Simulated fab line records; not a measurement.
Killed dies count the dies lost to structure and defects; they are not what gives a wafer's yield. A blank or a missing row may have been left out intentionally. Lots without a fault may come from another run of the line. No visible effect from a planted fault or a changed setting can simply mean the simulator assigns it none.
Which of the tools did it? :: flow nand_harc :: at 1 step of a route of 1302, 7 lots with 21 wafers sampled

WHAT THE GAUGES READ, wafer by wafer
NHARC_P_CONTACT_CD_MEAS_12: the cd target is 90 nm.
lot: L872
measured: day 6 14:23
on: cd_sem-01
cd_nm (nm): 91.1 90.3 91.1

lot: L875
measured: day 7 20:44
on: cd_sem-02
cd_nm (nm): 90.1 90.2 89.3

lot: L877
measured: day 8 13:25
on: cd_sem-03
cd_nm (nm): 90.6 90.6 90.8

lot: L880
measured: day 10 03:44
on: cd_sem-02
cd_nm (nm): 90.5 89.3 90.7

lot: L882
measured: day 11 00:38
on: cd_sem-01
cd_nm (nm): 90.0 89.9 89.2

lot: L885
measured: day 12 00:28
on: cd_sem-02
cd_nm (nm): 90.5 90.1 90.2

lot: L890
measured: day 14 05:17
on: cd_sem-03
cd_nm (nm): 90.0 89.9 88.8

WHICH TOOL RAN EACH LOT (tool, then ch and the chambers of the sampled wafers, then the start)
The record holds no process step before these readings.

THE ANSWER, worked out from the rows above alone
Rule: usual is defined by the lots themselves. The widest of any qualifying gaps counts: lots, ordered by their means at a reading, are off when they make up no more than a third of the lots, leave a main group of 4 or more, and stand apart from it by 3 or more times the standard deviation of that group's means. Not used: any main group whose means are identical at the precision the tables above print for the reading. Also off: a lot with no number at a reading for which 4 or more lots have one. Any other lot the step has rows for is counted as sound.
Nothing can be told from this: no lot is off at any reading shown.

WHAT THE SIMULATOR PUT IN
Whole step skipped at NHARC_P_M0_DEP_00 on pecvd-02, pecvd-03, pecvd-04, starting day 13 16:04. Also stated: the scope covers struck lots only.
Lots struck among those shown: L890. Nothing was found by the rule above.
